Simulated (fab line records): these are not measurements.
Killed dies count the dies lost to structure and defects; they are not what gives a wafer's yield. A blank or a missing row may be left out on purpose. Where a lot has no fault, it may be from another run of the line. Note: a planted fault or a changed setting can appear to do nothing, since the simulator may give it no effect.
fab line records	flow n5-finfet
[record] lots = 24	wafers = 72	last-day = 18
route steps=1938 shown BEOL_M12@1648 BEOL_M13@1700 BEOL_M14@1727
lots that met no fault: taken from a fault-free run of the same line
start-h: hours from the record's opening day to when the first of the lot's shown wafers began	wait-h: how many hours have passed since the lot's step before this one	" the same as in the row above	L1.1+2: one row covering several wafers at once	- no value, or no start was given	* or withheld: withheld	< > ~ a bound
route shown NAME@n: a module of which the file shows steps, and the number in the route of the first	usual: the fault-free wafers' mean and standard deviation	same: alike in all rows	chamber/n: place in a boat	sites: per-site readings	_std_site: the standard deviation of these	_edge_site: outer sites' mean less inner sites'	radius-mm: for every site, how far away it sits from the centre of the wafer	mask NAME#n: copy n	behind: the last tool/chamber to shape the wafer	hold: reason for holding the lot/hours on hold/outcome of the hold	device: whichever transistor did not switch (one of n, p or np)	end of line: the route-end tests of the same wafers	a step given without rows: its recipe and nothing more	killed: at the first sort, the dies lost to defects and structure; wafer yield is something else	map: the dies of a wafer, with x for killed, . for not killed, _ for no die there
set.NAME: the setting that was run; set.NAME@STEP: the one run at that earlier step	model.NAME: the simulator's own value behind a step, which no gauge read
a sample of lots followed through the steps of the route, with each step as a table and each wafer as a row
services: the hour from which a tool's chamber was out of use, counted from the record's first day as start-h (under 0 if before that day), plus the number of hours and why
[[steps]]
[step N5_BEOL_M12_SPUTTER_43]
[recipe] material = TaN	target-thk-a = 150	temp-c = 50	bias-v = 168.6	power-w = 15000	chamber-pressure-pa = 0.12	time-s = 24.19
[usual] throttle-valve-pct = 30.1/1
lot.wafer	tool	chamber	start-h	wait-h	throttle-valve-pct
L074.1	pvd-sputter-01	-	254.26	0.0	29.6
L074.2	"	-	"	"	29.9
L074.3	"	-	"	"	29.6
L075.1	pvd-sputter-02	-	261.98	0.0	29.6
L075.5	"	-	"	"	31.4
L075.6	"	-	"	"	29.6
L077.1	pvd-sputter-01	-	266.67	0.0	29.6
L077.5	"	-	"	"	32.0
L077.6	"	-	"	"	29.4
L076.1	pvd-sputter-03	-	273.36	0.0	28.6
L076.3	"	-	"	"	30.4
L076.4	"	-	"	"	31.4
L078.3	pvd-sputter-01	-	278.66	0.0	29.7
L078.4	"	-	"	"	29.5
L078.6	"	-	"	"	29.9
L080.1	pvd-sputter-01	-	283.71	0.0	29.7
L080.3	"	-	"	"	29.6
L080.5	"	-	"	"	29.5
L079.2	pvd-sputter-03	-	284.11	0.0	31.1
L079.3	"	-	"	"	30.5
L079.4	"	-	"	"	30.1
L081.1	pvd-sputter-01	-	295.10	0.0	29.7
L081.4	"	-	"	"	29.9
L081.6	"	-	"	"	29.7
L083.2	pvd-sputter-02	-	308.02	0.0	29.5
L083.5	"	-	"	"	28.0
L083.6	"	-	"	"	31.2
L082.1	pvd-sputter-01	-	308.17	0.0	31.9
L082.4	"	-	"	"	29.5
L082.5	"	-	"	"	32.0
L084.1	pvd-sputter-03	-	325.08	0.0	28.9
L084.4	"	-	"	"	29.7
L084.5	"	-	"	"	30.0
L085.1	pvd-sputter-01	-	333.54	0.0	29.9
L085.4	"	-	"	"	31.9
L085.6	"	-	"	"	29.9
L086.1	pvd-sputter-01	-	336.38	0.0	29.8
L086.4	"	-	"	"	30.1
L086.5	"	-	"	"	29.9
L089.1	pvd-sputter-02	-	336.39	0.0	29.6
L089.2	"	-	"	"	28.3
L089.4	"	-	"	"	28.4
L087.3	pvd-sputter-03	-	336.64	0.0	30.2
L087.4	"	-	"	"	31.3
L087.6	"	-	"	"	28.6
L088.1	pvd-sputter-02	-	341.31	0.0	30.8
L088.2	"	-	"	"	31.0
L088.6	"	-	"	"	31.2
L090.1	pvd-sputter-03	-	355.16	0.0	31.2
L090.2	"	-	"	"	30.5
L090.3	"	-	"	"	29.9
L091.1	pvd-sputter-02	-	361.70	0.0	29.5
L091.4	"	-	"	"	28.5
L091.6	"	-	"	"	31.3
L092.1	pvd-sputter-03	-	366.54	0.0	28.4
L092.2	"	-	"	"	29.9
L092.3	"	-	"	"	31.3
L094.1	pvd-sputter-03	-	366.90	0.0	30.5
L094.4	"	-	"	"	31.1
L094.6	"	-	"	"	29.9
L093.3	pvd-sputter-02	-	383.78	0.0	29.8
L093.4	"	-	"	"	31.1
L093.6	"	-	"	"	30.2
L095.2	pvd-sputter-01	-	387.68	0.0	32.1
L095.3	"	-	"	"	29.6
L095.6	"	-	"	"	29.8
L096.1	pvd-sputter-01	-	396.00	0.0	29.4
L096.2	"	-	"	"	30.0
L096.5	"	-	"	"	29.7
L097.1	pvd-sputter-02	-	402.64	0.0	28.0
L097.4	"	-	"	"	30.7
L097.6	"	-	"	"	28.4
[step N5_BEOL_M13_ETCH_38]
[recipe] chemistry = CF4/N2	target = SiCN	target-depth-a = 675	taper-deg = 2	time-s = 71.9	ion-energy-ev = 150	mask-material = SiO2	pressure-mtorr = 40	source-w = 430	bias-w = 70	Ar_flow_sccm = 100	cf4-flow-sccm = 60	n2-flow-sccm = 60
[usual] drypump-motor-current-A = 5.7/0.34	oes-product-au = 0.78/0.08	rf-vpp-V = 382.0/2.4	showerhead-plenum-p-Torr = 2.19/0.092	throttle-valve-pct = 15.50/0.3
lot.wafer	tool	chamber	start-h	wait-h	drypump-motor-current-A	oes-product-au	rf-hours-counter-h	rf-vpp-V	showerhead-plenum-p-Torr	throttle-valve-pct
L074.1	rie-diel-06	2	259.57	-	5.8	0.71	188	381.6	2.11	15.84
L074.2	"	0	"	"	5.7	0.79	128	384.2	2.31	15.53
L074.3	"	1	"	"	5.9	0.75	158	378.0	2.04	15.88
L075.1	rie-diel-02	0	266.57	-	5.4	0.95	5	383.4	2.25	15.03
L075.5	"	2	"	"	5.5	0.75	-	380.7	2.12	15.38
L075.6	"	1	"	"	6.3	0.77	-	384.3	2.31	15.80
L077.1	rie-diel-06	0	270.41	-	5.7	0.78	131	384.3	2.30	15.52
L077.5	"	1	"	"	5.9	0.74	-	378.9	2.04	15.87
L077.6	"	2	"	"	5.8	0.70	-	379.6	2.11	15.84
L076.1	rie-diel-02	2	278.37	-	5.5	0.75	143	380.5	2.12	15.39
L076.3	"	0	"	"	5.4	0.95	8	384.9	2.25	15.05
L076.4	"	3	"	"	5.5	0.72	192	381.3	2.19	15.61
L078.3	rie-diel-05	1	284.68	-	5.2	0.84	54	381.7	2.15	15.41
L078.4	"	3	"	"	5.5	0.88	47	381.0	2.16	15.28
L078.6	"	0	"	"	6.1	0.70	-	382.4	2.20	15.52
L080.1	rie-diel-06	2	287.45	-	5.9	0.70	196	380.4	2.11	15.83
L080.3	"	3	"	"	5.3	0.90	32	386.0	2.34	15.06
L080.5	"	3	"	"	5.3	0.90	-	385.0	2.34	15.06
L079.2	rie-diel-06	1	289.64	-	5.9	0.74	168	376.3	2.04	15.90
L079.3	"	3	"	"	5.3	0.91	33	385.1	2.34	15.07
L079.4	"	2	"	"	5.9	0.70	197	380.3	2.10	15.84
L081.1	rie-diel-06	3	302.67	-	5.3	0.89	37	385.8	2.34	15.08
L081.4	"	1	"	"	5.9	0.74	171	377.5	2.04	15.90
L081.6	"	0	"	"	5.7	0.77	-	385.4	2.30	15.55
L083.2	rie-diel-02	0	312.69	-	5.4	0.91	19	384.8	2.25	15.07
L083.5	"	2	"	"	5.5	0.74	-	379.8	2.11	15.40
L083.6	"	3	"	"	5.5	0.71	-	381.0	2.19	15.65
L082.1	rie-diel-02	1	313.34	-	6.3	0.75	139	385.5	2.30	15.81
L082.4	"	2	"	"	5.5	0.75	154	378.9	2.11	15.41
L082.5	"	1	"	"	6.3	0.75	-	384.9	2.30	15.82
L084.1	rie-diel-05	0	331.85	-	6.1	0.70	202	381.9	2.19	15.55
L084.4	"	3	"	"	5.6	0.86	61	381.2	2.16	15.31
L084.5	"	1	"	"	5.2	0.83	-	380.3	2.15	15.44
L085.1	rie-diel-02	3	339.25	-	5.5	0.71	209	381.6	2.18	15.65
L085.4	"	2	"	"	5.5	0.73	160	379.7	2.11	15.42
L085.6	"	3	"	"	5.5	0.71	-	382.9	2.18	15.66
L089.1	rie-diel-06	2	340.52	-	5.9	0.70	210	379.2	2.10	15.88
L089.2	"	0	"	"	5.8	0.77	153	383.5	2.30	15.57
L089.4	"	3	"	"	5.3	0.88	49	385.0	2.34	15.08
L086.1	rie-diel-05	3	340.56	-	5.5	0.84	65	381.6	2.16	15.31
L086.4	"	1	"	"	5.2	0.81	-	380.9	2.15	15.45
L086.5	"	3	"	"	5.5	0.85	-	381.1	2.16	15.30
L087.3	rie-diel-05	3	341.26	-	5.5	0.85	65	380.4	2.16	15.33
L087.4	"	3	"	"	5.5	0.84	-	380.7	2.16	15.30
L087.6	"	1	"	"	5.2	0.82	-	381.3	2.15	15.45
L088.1	rie-diel-02	0	347.91	-	5.4	0.90	29	383.0	2.25	15.10
L088.2	"	2	"	"	5.5	0.74	164	380.9	2.11	15.43
L088.6	"	1	"	"	6.3	0.75	-	384.6	2.30	15.85
L090.1	rie-diel-06	1	366.27	-	5.9	0.72	192	376.8	2.03	15.94
L090.2	"	0	"	"	5.7	0.76	162	384.0	2.29	15.58
L090.3	"	2	"	"	5.9	0.69	218	379.5	2.10	15.89
L091.1	rie-diel-02	3	366.37	-	5.5	0.70	220	381.2	2.18	15.69
L091.4	"	1	"	"	6.3	0.74	151	383.8	2.30	15.85
L091.6	"	2	"	"	5.5	0.72	-	380.3	2.11	15.45
L092.1	rie-diel-05	1	371.18	-	5.2	0.81	85	381.0	2.14	15.47
L092.2	"	0	"	"	6.1	0.69	219	380.8	2.19	15.57
L092.3	"	2	"	"	6.0	0.96	4	383.7	2.26	14.90
L094.1	rie-diel-02	0	371.91	-	5.4	0.88	37	385.7	2.24	15.10
L094.4	"	1	"	"	6.4	0.75	153	383.8	2.30	15.85
L094.6	"	3	"	"	5.5	0.71	-	382.1	2.18	15.69
L093.3	rie-diel-06	2	397.28	-	5.9	0.68	226	378.7	2.09	15.90
L093.4	"	3	"	"	5.3	0.86	65	385.4	2.33	15.13
L093.6	"	1	"	"	5.9	0.71	-	377.9	2.03	15.98
L095.2	rie-diel-05	2	398.75	-	6.0	0.93	12	384.7	2.25	14.91
L095.3	"	3	"	"	5.6	0.82	80	381.3	2.15	15.34
L095.6	"	3	"	"	5.6	0.84	-	381.2	2.15	15.35
L096.1	rie-diel-05	2	401.62	-	6.0	0.94	13	383.3	2.25	14.91
L096.2	"	3	"	"	5.5	0.83	81	381.1	2.15	15.35
L096.5	"	3	"	"	5.5	0.82	-	380.3	2.15	15.35
L097.1	rie-diel-06	0	408.46	-	5.8	0.75	172	382.2	2.29	15.60
L097.4	"	1	"	"	5.9	0.71	203	379.1	2.03	15.99
L097.6	"	3	"	"	5.3	0.85	-	385.9	2.33	15.13
[step N5_BEOL_M13_SPUTTER_45]
[recipe] material = Cu	target-thk-a = 800	temp-c = -20	bias-v = 60	power-w = 26000	chamber-pressure-pa = 0.13	time-s = 13.33
[usual] throttle-valve-pct = 30.1/1.1
lot.wafer	tool	chamber	start-h	wait-h	throttle-valve-pct
L074.1	pvd-sputter-02	-	261.10	0.0	30.7
L074.2	"	-	"	"	31.0
L074.3	"	-	"	"	29.6
L075.1	pvd-sputter-03	-	267.52	0.0	30.2
L075.5	"	-	"	"	29.9
L075.6	"	-	"	"	31.4
L077.1	pvd-sputter-03	-	271.18	0.0	30.0
L077.5	"	-	"	"	30.0
L077.6	"	-	"	"	30.3
L076.1	pvd-sputter-02	-	279.16	0.0	28.3
L076.3	"	-	"	"	30.5
L076.4	"	-	"	"	31.2
L078.3	pvd-sputter-02	-	286.90	0.0	28.3
L078.4	"	-	"	"	31.3
L078.6	"	-	"	"	28.4
L080.1	pvd-sputter-01	-	288.46	0.0	29.6
L080.3	"	-	"	"	29.9
L080.5	"	-	"	"	31.8
L079.2	pvd-sputter-03	-	290.32	0.0	30.4
L079.3	"	-	"	"	30.3
L079.4	"	-	"	"	28.5
L081.1	pvd-sputter-01	-	303.32	0.0	29.7
L081.4	"	-	"	"	29.9
L081.6	"	-	"	"	30.0
L083.2	pvd-sputter-03	-	313.38	0.0	30.0
L083.5	"	-	"	"	30.6
L083.6	"	-	"	"	28.3
L082.1	pvd-sputter-03	-	315.96	0.0	30.6
L082.4	"	-	"	"	30.1
L082.5	"	-	"	"	28.3
L084.1	pvd-sputter-02	-	332.69	0.0	31.1
L084.4	"	-	"	"	31.0
L084.5	"	-	"	"	29.4
L085.1	pvd-sputter-02	-	340.01	0.0	31.3
L085.4	"	-	"	"	30.8
L085.6	"	-	"	"	29.4
L089.1	pvd-sputter-03	-	341.09	0.0	28.6
L089.2	"	-	"	"	29.8
L089.4	"	-	"	"	31.4
L086.1	pvd-sputter-02	-	341.15	0.0	31.1
L086.4	"	-	"	"	28.8
L086.5	"	-	"	"	31.4
L087.3	pvd-sputter-01	-	342.72	0.0	30.0
L087.4	"	-	"	"	29.6
L087.6	"	-	"	"	31.9
L088.1	pvd-sputter-01	-	348.49	0.0	29.6
L088.2	"	-	"	"	32.3
L088.6	"	-	"	"	31.6
L090.1	pvd-sputter-01	-	367.02	0.0	31.8
L090.2	"	-	"	"	30.2
L090.3	"	-	"	"	29.8
L091.1	pvd-sputter-02	-	367.02	0.0	30.7
L091.4	"	-	"	"	31.3
L091.6	"	-	"	"	28.3
L092.1	pvd-sputter-03	-	371.62	0.0	28.4
L092.2	"	-	"	"	31.4
L092.3	"	-	"	"	30.8
L094.1	pvd-sputter-03	-	374.20	0.0	31.2
L094.4	"	-	"	"	28.4
L094.6	"	-	"	"	30.7
L093.3	pvd-sputter-03	-	398.17	0.0	31.4
L093.4	"	-	"	"	29.9
L093.6	"	-	"	"	28.4
L095.2	pvd-sputter-03	-	399.47	0.0	31.3
L095.3	"	-	"	"	30.4
L095.6	"	-	"	"	30.5
L096.1	pvd-sputter-03	-	402.41	0.0	31.6
L096.2	"	-	"	"	28.4
L096.5	"	-	"	"	30.1
L097.1	pvd-sputter-01	-	409.33	0.0	30.1
L097.4	"	-	"	"	29.8
L097.6	"	-	"	"	31.9
[step N5_BEOL_M14_OVL_MEAS_11]
[recipe] points-per-wafer = 44
[usual] V13_OVL = 0/5.6
[same] points-per-wafer = 44
lot.wafer	tool	chamber	start-h	wait-h	V13_OVL[nm]
L074.1	overlay-02	0	262.69	0.0	-2
L074.2	"	0	"	"	-3
L074.3	"	0	"	"	8
L075.1	overlay-02	0	269.35	0.0	7
L075.5	"	0	"	"	5
L075.6	"	0	"	"	-1
L077.1	overlay-01	0	272.78	0.0	-4
L077.5	"	0	"	"	-7
L077.6	"	0	"	"	5
L076.1	overlay-02	0	280.80	0.0	-3
L076.3	"	0	"	"	-1
L076.4	"	0	"	"	9
L078.3	overlay-01	0	288.50	0.0	6
L078.4	"	0	"	"	6
L078.6	"	0	"	"	2
L080.1	overlay-01	0	290.05	0.0	-8
L080.3	"	0	"	"	-3
L080.5	"	0	"	"	-11
L079.2	overlay-01	0	291.93	0.0	14
L079.3	"	0	"	"	13
L079.4	"	0	"	"	4
L081.1	overlay-01	0	305.36	0.0	-1
L081.4	"	0	"	"	2
L081.6	"	0	"	"	-2
L083.2	overlay-02	0	315.31	0.0	-9
L083.5	"	0	"	"	-14
L083.6	"	0	"	"	-13
L082.1	overlay-01	0	317.69	0.0	-8
L082.4	"	0	"	"	-4
L082.5	"	0	"	"	0
L084.1	overlay-02	0	334.65	0.0	-5
L084.4	"	0	"	"	9
L084.5	"	0	"	"	-1
L085.1	overlay-01	0	341.61	0.0	5
L085.4	"	0	"	"	12
L085.6	"	0	"	"	9
L089.1	overlay-01	0	342.71	0.0	2
L089.2	"	0	"	"	12
L089.4	"	0	"	"	0
L086.1	overlay-01	0	342.94	0.0	3
L086.4	"	0	"	"	-5
L086.5	"	0	"	"	-10
L087.3	overlay-02	0	344.44	0.0	7
L087.4	"	0	"	"	2
L087.6	"	0	"	"	0
L088.1	overlay-01	0	350.21	0.0	-5
L088.2	"	0	"	"	-7
L088.6	"	0	"	"	-3
L091.1	overlay-02	0	369.31	0.0	-7
L091.4	"	0	"	"	2
L091.6	"	0	"	"	-2
L090.1	overlay-02	0	369.48	0.0	7
L090.2	"	0	"	"	6
L090.3	"	0	"	"	-1
L092.1	overlay-02	0	373.78	0.0	1
L092.2	"	0	"	"	-5
L092.3	"	0	"	"	-2
L094.1	overlay-01	0	375.93	0.0	6
L094.4	"	0	"	"	6
L094.6	"	0	"	"	2
L093.3	overlay-01	0	399.85	0.0	0
L093.4	"	0	"	"	-4
L093.6	"	0	"	"	-13
L095.2	overlay-02	0	401.06	0.0	-5
L095.3	"	0	"	"	-5
L095.6	"	0	"	"	4
L096.1	overlay-01	0	404.47	0.0	0
L096.2	"	0	"	"	-3
L096.5	"	0	"	"	3
L097.1	overlay-01	0	411.07	0.0	1
L097.4	"	0	"	"	1
L097.6	"	0	"	"	3
[step N5_BEOL_M14_STRIP_64]
[recipe] chemistry = O2	power-w = 600	temp-c = 60	pressure-mtorr = 30	rf-frequency-hz = 6e+07	bias-power-w = 0	overash-fraction = 0.3	o2-flow-sccm = 225
[usual] drypump-motor-current-A = 5.8/0.32	oes-product-au = 0.80/0.082	rf-vpp-V = 3.7/0.54	showerhead-plenum-p-Torr = 2.07/0.073	throttle-valve-pct = 16.68/0.28
lot.wafer	tool	chamber	start-h	wait-h	drypump-motor-current-A	oes-product-au	rf-hours-counter-h	rf-vpp-V	showerhead-plenum-p-Torr	throttle-valve-pct
L074.1	rie-diel-03	1	-	-	6.4	0.87	42	3.2	2.04	16.29
L074.2	"	0	"	"	5.1	0.88	32	4.4	2.04	16.48
L074.3	"	3	"	"	5.9	0.73	196	4.0	2.00	16.92
L075.1	rie-diel-03	0	-	-	5.1	0.88	35	4.3	2.04	16.51
L075.5	"	3	"	"	5.9	0.73	-	4.8	1.99	16.91
L075.6	"	2	"	"	5.5	0.74	-	3.4	2.18	17.11
L077.1	rie-diel-01	3	-	-	5.8	0.74	157	3.3	2.01	16.93
L077.5	"	1	"	"	5.9	0.95	-	3.7	2.07	16.38
L077.6	"	0	"	"	6.0	0.78	-	3.0	2.02	16.45
L076.1	rie-diel-03	1	-	-	6.4	0.87	47	4.1	2.04	16.30
L076.3	"	0	"	"	5.1	0.87	38	3.5	2.04	16.52
L076.4	"	2	"	"	5.5	0.73	180	4.5	2.18	17.14
L078.3	rie-diel-04	2	-	-	5.6	0.72	214	3.7	2.15	17.08
L078.4	"	1	"	"	6.2	0.82	70	4.0	2.20	16.57
L078.6	"	1	"	"	6.2	0.81	-	3.3	2.20	16.57
L080.1	rie-diel-01	2	-	-	6.2	0.68	250	4.2	2.07	16.74
L080.3	"	0	"	"	6.0	0.78	141	2.7	2.02	16.46
L080.5	"	0	"	"	6.1	0.79	-	3.6	2.02	16.47
L079.2	rie-diel-01	0	-	-	6.0	0.77	142	3.6	2.02	16.47
L079.3	"	1	"	"	5.9	0.93	12	3.7	2.06	16.39
L079.4	"	0	"	"	6.1	0.78	-	4.4	2.02	16.45
L081.1	rie-diel-01	0	-	-	6.1	0.77	147	2.9	2.02	16.48
L081.4	"	0	"	"	6.1	0.77	-	3.0	2.02	16.46
L081.6	"	1	"	"	5.9	0.91	-	3.4	2.06	16.40
L083.2	rie-diel-04	1	-	-	6.2	0.80	78	3.6	2.20	16.60
L083.5	"	3	"	"	5.7	0.79	-	3.3	2.21	16.76
L083.6	"	0	"	"	5.5	0.80	-	3.2	2.03	16.43
L082.1	rie-diel-01	2	-	-	6.2	0.96	2	3.8	2.07	16.28
L082.4	"	3	"	"	5.7	0.73	175	4.0	2.00	16.95
L082.5	"	3	"	"	5.7	0.73	-	3.4	2.00	16.95
L084.1	rie-diel-03	1	-	-	6.3	0.84	67	2.9	2.03	16.31
L084.4	"	1	"	"	6.3	0.84	-	3.2	2.03	16.33
L084.5	"	2	"	"	5.5	0.72	-	3.7	2.18	17.15
L085.1	rie-diel-01	2	-	-	6.2	0.94	10	4.6	2.07	16.30
L085.4	"	0	"	"	6.0	0.75	162	3.4	2.01	16.51
L085.6	"	3	"	"	5.7	0.73	-	4.2	2.00	16.97
L089.1	rie-diel-01	2	-	-	6.2	0.94	11	3.8	2.07	16.29
L089.2	"	1	"	"	5.9	0.88	31	4.2	2.06	16.43
L089.4	"	0	"	"	6.0	0.76	162	4.0	2.01	16.49
L086.1	rie-diel-03	3	-	-	5.9	0.71	226	3.3	1.99	16.97
L086.4	"	3	"	"	5.9	0.71	-	4.2	1.98	16.98
L086.5	"	1	"	"	6.3	0.84	-	4.8	2.03	16.35
L087.3	rie-diel-01	1	-	-	5.9	0.88	32	4.9	2.06	16.42
L087.4	"	2	"	"	6.2	0.94	11	3.7	2.07	16.29
L087.6	"	2	"	"	6.2	0.93	-	3.4	2.07	16.28
L088.1	rie-diel-01	1	-	-	5.9	0.88	35	3.5	2.06	16.43
L088.2	"	2	"	"	6.2	0.93	13	3.3	2.07	16.29
L088.6	"	3	"	"	5.7	0.73	-	4.4	2.00	16.96
L091.1	rie-diel-01	1	-	-	6.0	0.88	40	5.1	2.05	16.45
L091.4	"	0	"	"	6.0	0.75	172	4.2	2.01	16.53
L091.6	"	0	"	"	6.0	0.75	-	3.4	2.01	16.52
L090.1	rie-diel-04	3	-	-	5.6	0.77	104	3.4	2.20	16.81
L090.2	"	0	"	"	5.5	0.79	137	3.3	2.02	16.48
L090.3	"	2	"	"	5.6	0.71	247	2.8	2.14	17.16
L092.1	rie-diel-04	2	-	-	5.6	0.69	248	4.2	2.14	17.15
L092.2	"	0	"	"	5.5	0.78	138	4.6	2.02	16.50
L092.3	"	3	"	"	5.7	0.76	106	4.3	2.20	16.82
L094.1	rie-diel-03	3	-	-	5.9	0.70	240	3.2	1.98	17.00
L094.4	"	1	"	"	6.3	0.82	86	4.7	2.03	16.36
L094.6	"	0	"	"	5.1	0.85	-	3.1	2.03	16.56
L093.3	rie-diel-03	3	-	-	5.9	0.69	245	3.9	1.98	17.00
L093.4	"	1	"	"	6.4	0.82	92	3.2	2.02	16.39
L093.6	"	1	"	"	6.3	0.82	-	4.3	2.02	16.37
L095.2	rie-diel-04	1	-	-	6.2	0.80	97	3.7	2.19	16.62
L095.3	"	0	"	"	5.5	0.77	151	3.4	2.02	16.48
L095.6	"	2	"	"	5.6	1.01	-	4.4	2.13	16.69
L096.1	rie-diel-04	0	-	-	5.5	0.77	152	3.1	2.02	16.50
L096.2	"	1	"	"	6.2	0.79	98	2.5	2.19	16.63
L096.5	"	2	"	"	5.6	1.00	-	3.8	2.13	16.67
L097.1	rie-diel-04	0	-	-	5.5	0.77	155	3.3	2.02	16.51
L097.4	"	1	"	"	6.2	0.79	101	4.0	2.19	16.65
L097.6	"	0	"	"	5.5	0.77	-	3.7	2.01	16.49
[step N5_BEOL_M14_OVL_MEAS_29]
[recipe] points-per-wafer = 44
[usual] M14_OVL = 2/6
[same] points-per-wafer = 44
lot.wafer	tool	chamber	start-h	wait-h	M14_OVL[nm]
L074.1	overlay-01	0	263.54	0.0	6
L074.2	"	0	"	"	0
L074.3	"	0	"	"	2
L075.1	overlay-02	0	270.32	0.0	1
L075.5	"	0	"	"	11
L075.6	"	0	"	"	11
L077.1	overlay-01	0	273.63	0.0	14
L077.5	"	0	"	"	10
L077.6	"	0	"	"	14
L076.1	overlay-01	0	281.78	0.0	4
L076.3	"	0	"	"	-1
L076.4	"	0	"	"	-3
L078.3	overlay-01	0	289.48	0.0	-2
L078.4	"	0	"	"	3
L078.6	"	0	"	"	-4
L080.1	overlay-01	0	291.02	0.0	1
L080.3	"	0	"	"	2
L080.5	"	0	"	"	1
L079.2	overlay-01	0	292.78	0.0	0
L079.3	"	0	"	"	0
L079.4	"	0	"	"	5
L081.1	overlay-02	0	306.33	0.0	6
L081.4	"	0	"	"	-2
L081.6	"	0	"	"	2
L083.2	overlay-02	0	316.31	0.0	11
L083.5	"	0	"	"	5
L083.6	"	0	"	"	17
L082.1	overlay-02	0	318.67	0.0	5
L082.4	"	0	"	"	4
L082.5	"	0	"	"	-4
L084.1	overlay-01	0	335.64	0.0	8
L084.4	"	0	"	"	-7
L084.5	"	0	"	"	7
L085.1	overlay-01	0	342.47	0.0	8
L085.4	"	0	"	"	-3
L085.6	"	0	"	"	-6
L089.1	overlay-02	0	343.56	0.0	5
L089.2	"	0	"	"	-2
L089.4	"	0	"	"	0
L086.1	overlay-02	0	344.44	0.0	6
L086.4	"	0	"	"	-5
L086.5	"	0	"	"	5
L087.3	overlay-02	0	345.42	0.0	0
L087.4	"	0	"	"	2
L087.6	"	0	"	"	2
L088.1	overlay-01	0	351.18	0.0	6
L088.2	"	0	"	"	-4
L088.6	"	0	"	"	-5
L091.1	overlay-01	0	370.49	0.0	-2
L091.4	"	0	"	"	10
L091.6	"	0	"	"	14
L090.1	overlay-02	0	370.73	0.0	1
L090.2	"	0	"	"	0
L090.3	"	0	"	"	0
L092.1	overlay-02	0	374.76	0.0	-4
L092.2	"	0	"	"	-15
L092.3	"	0	"	"	1
L094.1	overlay-02	0	377.05	0.0	7
L094.4	"	0	"	"	3
L094.6	"	0	"	"	8
L093.3	overlay-02	0	400.82	0.0	5
L093.4	"	0	"	"	-5
L093.6	"	0	"	"	-5
L095.2	overlay-02	0	401.93	0.0	3
L095.3	"	0	"	"	-4
L095.6	"	0	"	"	10
L096.1	overlay-02	0	405.37	0.0	2
L096.2	"	0	"	"	6
L096.5	"	0	"	"	7
L097.1	overlay-01	0	411.92	0.0	-3
L097.4	"	0	"	"	-10
L097.6	"	0	"	"	-8
[[services]]
tool	chamber	start-h	hours	kind
rie-diel-02	1	234.79	10.1	repair
rie-diel-04	-	240.08	14.6	pm
rie-diel-01	1	244.09	-	clean
rie-diel-01	1	244.09	-	consumable-replace:focus-ring
rie-diel-01	1	244.09	13.9	scheduled-down
rie-diel-01	1	244.09	13.9	vent-cycle
pvd-sputter-03	-	271.86	1.3	repair
rie-diel-01	2	290.57	-	clean
rie-diel-01	2	290.57	-	consumable-replace:focus-ring
rie-diel-01	2	290.57	21.6	scheduled-down
rie-diel-01	2	290.57	21.6	vent-cycle
rie-diel-05	0	290.58	14.1	repair
rie-diel-06	2	323.89	4.5	repair
rie-diel-05	2	335.81	-	clean
rie-diel-05	2	335.81	-	consumable-replace:focus-ring
rie-diel-04	1	344.77	30.9	repair
rie-diel-02	1	351.37	14.6	repair
rie-diel-05	3	356.99	15.0	repair
rie-diel-03	-	361.14	2.8	pm
rie-diel-04	1	384.65	6.6	repair
rie-diel-05	1	391.04	3.1	repair
rie-diel-01	2	393.40	8.3	repair
rie-diel-05	0	394.11	18.5	repair
rie-diel-03	-	395.93	0.4	repair
[[key]]
fault none
